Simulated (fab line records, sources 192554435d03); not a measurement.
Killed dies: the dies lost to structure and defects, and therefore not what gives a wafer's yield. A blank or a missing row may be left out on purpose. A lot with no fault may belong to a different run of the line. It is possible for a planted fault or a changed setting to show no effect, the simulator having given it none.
Chamber matching    flow n5_finfet    N5_BEOL_M9_DEP_56 on pecvd-03: 3 sister chambers
The step deposits SiCN from 3MS/NH3, target thk 15 nm, time 26.5 s. 14 wafers are shown with their chamber, then 7 later ones without.

== EACH WAFER AND ITS CHAMBER ==
wafer   chamber  throttle_valve_pct (%)  showerhead_plenum_p_Torr (Torr)  chamber_pressure_Torr (Torr)
L076.2  0        10.1                    3.684                            2.998
L076.3  1        8.7                     3.680                            3.011
L076.5  2        8.9                     3.656                            3.001
L079.2  1        8.5                     3.682                            3.004
L079.3  2        8.8                     3.659                            2.994
L079.6  2        8.5                     3.640                            3.008
L085.2  0        10.1                    3.689                            3.008
L085.3  2        9.0                     3.656                            3.011
L085.5  0        9.8                     3.699                            2.997
L088.2  2        8.8                     3.650                            3.001
L088.5  2        8.7                     3.649                            2.999
L088.6  0        10.0                    3.686                            2.995
L092.1  2        8.9                     3.648                            2.999
L092.2  1        8.9                     3.675                            2.996

SIGNATURES (averages over the wafers above)
reading                   chamber 0  chamber 1  chamber 2  scatter within a chamber
throttle_valve_pct        10.000     8.700      8.800      0.165
showerhead_plenum_p_Torr  3.68950    3.67900    3.65114    0.00609
chamber_pressure_Torr     2.99950    3.00367    3.00186    0.00614
Rule: for a wafer and a chamber, the distance is found by dividing, reading by reading, the gap between the wafer's reading and the chamber's mean by the reading's scatter, squaring, summing and taking the root. The wafer belongs to the nearest chamber; if the next one is less than 2 further off, it can't be placed. The scatter: the root of (the sum of the squares of (reading less its chamber's mean) over the shown wafers, divided by (wafers less chambers)).

== WAFERS WITH NO CHAMBER GIVEN ==
wafer   throttle_valve_pct (%)  showerhead_plenum_p_Torr (Torr)  chamber_pressure_Torr (Torr)
L092.6  8.4                     3.673                            2.993
L093.1  9.1                     3.655                            2.997
L093.4  8.7                     3.683                            2.994
L093.5  8.7                     3.651                            2.991
L095.1  8.6                     3.683                            2.997
L095.2  10.0                    3.703                            3.003
L095.4  8.6                     3.688                            3.008

== WHICH CHAMBER EACH WENT THROUGH ==
wafer   from the rows above      in truth
L092.6  can't be placed: 1 or 2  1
L093.1  2                        2
L093.4  1                        1
L093.5  2                        2
L095.1  1                        1
L095.2  0                        0
L095.4  1                        1
Correct placement for 6 of the 7. Can't be placed from these rows: 1 (the true chamber is among the candidates in 1). Placed wrongly: 0.
